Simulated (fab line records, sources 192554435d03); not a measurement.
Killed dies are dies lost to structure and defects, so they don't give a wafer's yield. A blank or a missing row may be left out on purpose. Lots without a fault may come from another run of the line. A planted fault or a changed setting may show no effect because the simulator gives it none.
Split-lot experiment | flow n5_finfet | 7 lots, 21 wafers read, on a route of 1938 steps

THE SPLIT
At N5_BEOL_M11_COAT_22 (resist thk 90 nm), the setting spin_rpm was moved away from the recipe's 1500 rpm on 6 of the 21 wafers read, by -9.5% to -3.5%. The other wafers ran this setting at the recipe's value.

FROM THE SPLIT TO THE READING: what the file shows between them, 4 steps
- N5_BEOL_M11_EBR_24
- N5_BEOL_M11_SOFTBAKE_23: time 60 s
- N5_BEOL_M11_EXPOSE_25: exposes mask V10
- N5_BEOL_M11_PEB_26: peb time 60 s

THE READING
CAR-ArF_of_BEOL_M11_COAT_22.thk_nm (the simulator's own value, which no gauge read), in nm, at N5_BEOL_M11_DEVELOP_27 (develop time 30 s). The file gives no usual value for it. The 15 wafers here that ran the recipe average 88.3 nm, standard deviation 0.23 nm.

wafer  | tool, chamber at the split | spin_rpm as run, rpm | against the recipe | CAR-ArF_of_BEOL_M11_COAT_22.thk_nm, nm | against lot-mates on the recipe
L077.1 | litho_track-03, 0          | 1387                 | -7.5%              | 92.2                                   | +3.5
L077.2 | litho_track-03, 0          | 1500                 | recipe             | 88.6                                   | -
L077.6 | litho_track-03, 0          | 1500                 | recipe             | 88.8                                   | -
L080.1 | litho_track-03, 0          | 1500                 | recipe             | 88.2                                   | -
L080.3 | litho_track-03, 0          | 1500                 | recipe             | 88.4                                   | -
L080.4 | litho_track-03, 0          | 1500                 | recipe             | 88.4                                   | -
L081.1 | litho_track-04, 0          | 1448                 | -3.5%              | 90.2                                   | +1.8
L081.4 | litho_track-04, 0          | 1448                 | -3.5%              | 90.2                                   | +1.8
L081.6 | litho_track-04, 0          | 1500                 | recipe             | 88.4                                   | -
L086.1 | litho_track-05, 0          | 1360                 | -9.3%              | 92.4                                   | +4.4
L086.3 | litho_track-05, 0          | 1500                 | recipe             | 88                                     | -
L086.5 | litho_track-05, 0          | 1360                 | -9.3%              | 92.8                                   | +4.8
L090.2 | litho_track-03, 0          | 1357                 | -9.5%              | 92.8                                   | +4.4
L090.3 | litho_track-03, 0          | 1500                 | recipe             | 88.4                                   | -
L090.5 | litho_track-03, 0          | 1500                 | recipe             | 88.4                                   | -
L092.2 | litho_track-05, 0          | 1500                 | recipe             | 88                                     | -
L092.4 | litho_track-05, 0          | 1500                 | recipe             | 88                                     | -
L092.6 | litho_track-05, 0          | 1500                 | recipe             | 88                                     | -
L096.1 | litho_track-04, 0          | 1500                 | recipe             | 88.2                                   | -
L096.6 | litho_track-04, 0          | 1500                 | recipe             | 88.2                                   | -
L096.2 | litho_track-04, 0          | 1500                 | recipe             | 88.4                                   | -

THE FIT
A straight line over all 21 wafers: CAR-ArF_of_BEOL_M11_COAT_22.thk_nm changes by -0.477 nm for each +1% of spin_rpm; r = -0.99; the points scatter about the line by 0.24 nm.
The same after taking each lot's own level away (the mean of its wafers on the recipe; 21 wafers): -0.481 nm for each +1%; r = -1.00; scatter 0.12 nm.
On that fit, the largest move of spin_rpm shifts the reading by 4.6 nm.
The lots' own levels span 88.00 to 88.70 nm, that is 3.1 times the standard deviation above.
So the lot-to-lot level changes the slope little: the two slopes agree.
Check: with one of the wafers moved furthest among these (-9.5%) left out of the fit, the line predicts +4.66 nm for it against its lot-mates. It came out at +4.4 nm against them.

THE WHOLE CHAIN: every reading that the file lists as answering this split, in the file's order
step                   | what it does      | reading                                                                             | change (the file's fit)               | r (the file's)
N5_BEOL_M11_COAT_22    | resist thk 90 nm  | CAR-ArF_of_BEOL_M11_COAT_22.thk_nm (the simulator's own value, which no gauge read) | -0.466 nm for each +1% of the setting | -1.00
N5_BEOL_M11_DEVELOP_27 | develop time 30 s | CAR-ArF_of_BEOL_M11_COAT_22.thk_nm (the simulator's own value, which no gauge read) | -0.476 nm for each +1% of the setting | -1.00

THE FILE'S OWN FIT
CAR-ArF_of_BEOL_M11_COAT_22.thk_nm changes by -0.476 nm for each +1% of spin_rpm, r = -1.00.
